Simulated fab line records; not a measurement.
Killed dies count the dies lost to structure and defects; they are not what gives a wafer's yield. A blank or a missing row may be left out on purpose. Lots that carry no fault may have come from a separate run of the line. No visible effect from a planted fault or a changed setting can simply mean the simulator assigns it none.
Struck lot and sound lot, side by side || flow nand_harc || 15 steps out of a route of 1302
Sound: wafers L333.1, L333.4, L333.5. The struck wafers were L344.1, L344.3, L344.6. Last of all comes the cause.
Each step with rows lists, per side, the tool, then ch with its chambers, then its first start. Under that, the readings that differ: sound wafers || struck wafers || difference of the means || sigmas: that difference in standard deviations of wafers without a fault.
alike: readings whose means differ by less than 2 such deviations, and words and numbers that are the same on both sides. not compared: withheld readings, readings that some wafer has no value for, bounds like >300 that may hide the same value, and numbers for which the record gives no deviation and whose values overlap.
A row with sigmas, a row that says differs or no value, or rows on one side alone: a step with any of these is where the two part. When numbers do not overlap yet have no deviation, they are printed without sigmas and do not part them. A reading missing from all wafers of one side parts the sides only when that side holds two or more wafers.

first, 7 steps without rows for these wafers: NHARC_A_BLC_COAT_03 (time 65 s); NHARC_A_BLC_COAT_04 (resist thk 90 nm); NHARC_A_BLC_SOFTBAKE_05 (time 55 s); NHARC_A_BLC_EBR_06; NHARC_A_BLC_EXPOSE_07 (exposes mask A BLC, target cd 100 nm); NHARC_A_BLC_PEB_08 (peb time 65 s); NHARC_A_BLC_DEVELOP_09 (develop time 35 s).
NHARC_A_BLC_CD_MEAS_10: target cd 100 nm.
  sound on cd_sem-03 ch 0, day 23 00:35; struck on cd_sem-01 ch 0, day 26 23:38
{"reading": "cd_nm (nm)", "sound": "101.1 101.0 100.6", "struck": "99.2 99.8 98.7", "difference": -1.7, "sigmas": -3}
NHARC_A_BLC_OVL_MEAS_11:
  struck on overlay-01, day 26 23:44; sound on overlay-01, day 23 00:41
{"reading": "overlay_y_nm (nm)", "sound": "-0.7 -1.0 -1.2", "struck": "1.0 1.4 1.0", "difference": "+2.1", "sigmas": "+2"}
  alike: overlay_x_nm
NHARC_A_BLC_INSPECT_12:
  struck on defect_inspect-01, day 26 23:46; sound on defect_inspect-02, day 23 00:43
  alike: raw_defect_count
NHARC_A_BLC_DESCUM_15: chemistry O2, time 3 s.
  sound on rie_diel-02 ch 1,3, day 23 00:47; struck on rie_diel-05 ch 0,2,3, day 26 23:50
  alike: drypump_motor_current_A, oes_product_au, rf_vpp_V, showerhead_plenum_p_Torr, throttle_valve_pct
  not compared: rf_hours_counter_h
NHARC_A_BLC_ETCH_16: etches the open film in CF4, target depth 39 nm, time 65 s.
  sound on rie_diel-02 ch 1,3, day 23 00:52; struck on rie_diel-05 ch 0,1,2, day 26 23:55
  alike: bias_w, cf4_flow_sccm, drypump_motor_current_A, oes_product_au, rf_vpp_V, showerhead_plenum_p_Torr, throttle_valve_pct
  not compared: rf_hours_counter_h
NHARC_A_BLC_ETCH_17: etches the open film in N2/H2, target depth 390 nm, time 609.38 s.
  sound on rie_diel-02 ch 1,2, day 23 00:57; struck on rie_diel-05 ch 0,3, day 27 00:00
  no value came back on the struck wafers for any of 7 readings (bias_w (W), chamber_pressure_mTorr (mTorr) and others); on the sound wafers bias_w (W) reads 149.8 149.7 149.8
  not compared: rf_hours_counter_h
NHARC_A_BLC_ETCH_18: etches the open film in C4F8/O2/Ar, target depth 910 nm.
  sound: rie_diel-02 ch 0,2,3; struck: rie_diel-05 ch 1,2
  alike: bias_w, chamber_pressure_mTorr, oes_product_au, rf_vpp_V
  not compared: rf_hours_counter_h
NHARC_END_SORT_01:
  at this point the record logs the struck wafers (prober-02 ch 0, day 28 19:47) and has no rows for the sound ones

## WHERE THEY PART
Last at NHARC_END_SORT_01 as far as this record goes, first at NHARC_A_BLC_CD_MEAS_10.

WHY: whatever the simulator had introduced
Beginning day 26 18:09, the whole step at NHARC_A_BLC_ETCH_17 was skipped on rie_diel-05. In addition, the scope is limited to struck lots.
